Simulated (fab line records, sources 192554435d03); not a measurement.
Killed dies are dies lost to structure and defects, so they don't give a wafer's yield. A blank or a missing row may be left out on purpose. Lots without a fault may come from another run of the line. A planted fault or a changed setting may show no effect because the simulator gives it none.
Chamber matching | flow n5_finfet | N5_BEOL_M7_ETCH_61 on rie_diel-03: 4 sister chambers
The step etches SiARC in CF4, target depth 45.5 nm, time 75.8 s. 14 wafers are shown with their chamber, then 7 later ones without.

WAFERS WITH THEIR CHAMBER
wafer  | chamber | showerhead_plenum_p_Torr (Torr) | throttle_valve_pct (%) | cf4_flow_sccm (sccm)
L131.1 | 1       | 2.19                            | 15.45                  | 99.7
L131.4 | 2       | 2.12                            | 15.89                  | 100.4
L131.5 | 2       | 2.12                            | 15.88                  | 99.8
L130.1 | 0       | 2.12                            | 16.01                  | 99.7
L130.2 | 3       | 2.15                            | 15.37                  | 100.1
L130.6 | 3       | 2.15                            | 15.38                  | 100.2
L135.2 | 2       | 2.11                            | 15.89                  | 99.9
L135.4 | 2       | 2.11                            | 15.89                  | 100.5
L135.6 | 3       | 2.15                            | 15.39                  | 100.1
L134.2 | 3       | 2.15                            | 15.40                  | 100.4
L134.5 | 3       | 2.15                            | 15.41                  | 100.0
L134.6 | 2       | 2.11                            | 15.90                  | 99.7
L144.2 | 1       | 2.19                            | 15.00                  | 99.5
L144.4 | 0       | 2.12                            | 15.54                  | 99.3

SIGNATURES (means of the wafers above)
reading                  | chamber 0 | chamber 1 | chamber 2 | chamber 3 | scatter within a chamber
showerhead_plenum_p_Torr | 2.1200    | 2.1900    | 2.1140    | 2.1500    | 0.00346
throttle_valve_pct       | 15.7750   | 15.2250   | 15.8900   | 15.3900   | 0.146
cf4_flow_sccm            | 99.500    | 99.600    | 100.060   | 100.160   | 0.269
Rule: a wafer's distance from a chamber is the root of the sum, over the readings, of the square of ((its reading less the chamber's mean) divided by the reading's scatter). The wafer belongs to the nearest chamber; if the next one is less than 2 further off, it can't be placed. The scatter: the root of (the sum of the squares of (reading less its chamber's mean) over the shown wafers, divided by (wafers less chambers)).

WAFERS WITHOUT THEIR CHAMBER
wafer  | showerhead_plenum_p_Torr (Torr) | throttle_valve_pct (%) | cf4_flow_sccm (sccm)
L144.5 | 2.11                            | 15.90                  | 100.1
L146.3 | 2.14                            | 15.43                  | 99.9
L146.4 | 2.11                            | 15.93                  | 100.1
L146.6 | 2.19                            | 15.01                  | 100.5
L148.2 | 2.18                            | 15.01                  | 99.3
L148.3 | 2.14                            | 15.47                  | 99.5
L148.5 | 2.11                            | 15.96                  | 100.2

WHICH CHAMBER EACH WENT THROUGH
wafer  | from the rows above | in truth
L144.5 | 2                   | 2
L146.3 | 3                   | 3
L146.4 | 2                   | 2
L146.6 | 1                   | 1
L148.2 | 1                   | 1
L148.3 | 3                   | 3
L148.5 | 2                   | 2
Placed correctly: 7 of 7. Can't be placed from these rows: 0. Placed wrongly: 0.
